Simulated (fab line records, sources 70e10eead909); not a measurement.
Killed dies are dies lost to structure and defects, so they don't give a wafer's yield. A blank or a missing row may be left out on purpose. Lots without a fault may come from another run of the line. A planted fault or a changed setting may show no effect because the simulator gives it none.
Chamber matching | flow nand_harc | NHARC_A_ZERO_WELL_ETCH_19 on rie_diel-05: 4 sister chambers
The step etches the open film in N2/H2, target depth 80 nm, overetch 24 nm, time 87.88 s. 4 wafers are shown with their chamber, then 12 later ones without.

WAFERS WITH THEIR CHAMBER
wafer  | chamber | drypump_motor_current_A (A)
L089.4 | 1       | 6.2
L092.1 | 3       | 6.2
L092.2 | 0       | 5.0
L092.3 | 2       | 5.3

WAFERS WITHOUT THEIR CHAMBER
wafer  | drypump_motor_current_A (A)
L093.3 | 6.2
L093.4 | 5.0
L093.6 | 6.1
L094.2 | 5.2
L094.5 | 6.1
L094.6 | 5.0
L096.1 | 4.9
L096.3 | 6.1
L096.4 | 6.2
L097.2 | 6.1
L097.4 | 6.2
L097.6 | 6.2

WHICH CHAMBER EACH WENT THROUGH
wafer  | from the rows above     | in truth
L093.3 | can't be placed: 1 or 3 | 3
L093.4 | 0                       | 0
L093.6 | can't be placed: 1 or 3 | 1
L094.2 | can't be placed: 2 or 0 | 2
L094.5 | can't be placed: 1 or 3 | 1
L094.6 | 0                       | 0
L096.1 | 0                       | 0
L096.3 | can't be placed: 1 or 3 | 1
L096.4 | can't be placed: 1 or 3 | 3
L097.2 | can't be placed: 1 or 3 | 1
L097.4 | can't be placed: 1 or 3 | 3
L097.6 | can't be placed: 1 or 3 | 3
Placed correctly: 3 of 12. Can't be placed from these rows: 9 (the true chamber is among the candidates in 9). Placed wrongly: 0.
How it was worked out, from the rows above alone: a wafer's distance from a chamber is the root of the sum, over the readings, of the square of ((its reading less the chamber's mean) divided by the reading's scatter). The wafer belongs to the nearest chamber; if the next one is less than 2 further off, it can't be placed. A chamber's mean is the mean of its shown wafers. The scatter: with one shown wafer a chamber, the root of the mean of the squares of how far each hidden wafer lies from its nearest shown one.
